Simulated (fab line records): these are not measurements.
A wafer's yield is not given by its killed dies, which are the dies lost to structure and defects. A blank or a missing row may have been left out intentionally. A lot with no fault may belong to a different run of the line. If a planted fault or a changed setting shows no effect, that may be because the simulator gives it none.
Matching of chambers | flow nand-harc | NHARC_A_STAIRCASE_DESCUM_186 on rie-diel-05 has 4 sister chambers
The step chemistry O2, time 3 s. 4 wafers are shown with their chamber, then 8 later ones without.

## WAFERS, EACH WITH ITS CHAMBER
wafer  | chamber | drypump-motor-current-A (A)
L081.5 | 0       | 5.4
L088.2 | 1       | 4.9
L088.4 | 2       | 6.4
L090.2 | 3       | 6.4

## WAFERS MISSING THEIR CHAMBER
wafer  | drypump-motor-current-A (A)
L090.3 | 6.4
L090.5 | 6.4
L092.2 | 6.4
L092.4 | 5.4
L092.5 | 5.0
L094.3 | 6.4
L094.4 | 6.4
L094.5 | 6.4

## WHICH CHAMBER EACH ONE RAN IN
wafer  | from the rows above     | in truth
L090.3 | can't be placed: 2 or 3 | 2
L090.5 | can't be placed: 2 or 3 | 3
L092.2 | can't be placed: 2 or 3 | 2
L092.4 | 0                       | 0
L092.5 | 1                       | 1
L094.3 | can't be placed: 2 or 3 | 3
L094.4 | can't be placed: 2 or 3 | 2
L094.5 | can't be placed: 2 or 3 | 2
Correct placement for 2 of the 8. Cannot be placed on the basis of these rows: 6; the candidates contain the true chamber in 6. Placed wrongly: 0.
How it was worked out, from the rows above alone: a wafer's distance from a chamber is the root of the sum, over the readings, of the square of ((its reading less the chamber's mean) divided by the reading's scatter). If the next closest chamber is less than 2 further off than the closest, the wafer can't be placed; otherwise it belongs to the closest. A chamber's mean is the mean of its shown wafers. The scatter: with one shown wafer a chamber, the root of the mean of the squares of how far each hidden wafer lies from its nearest shown one.
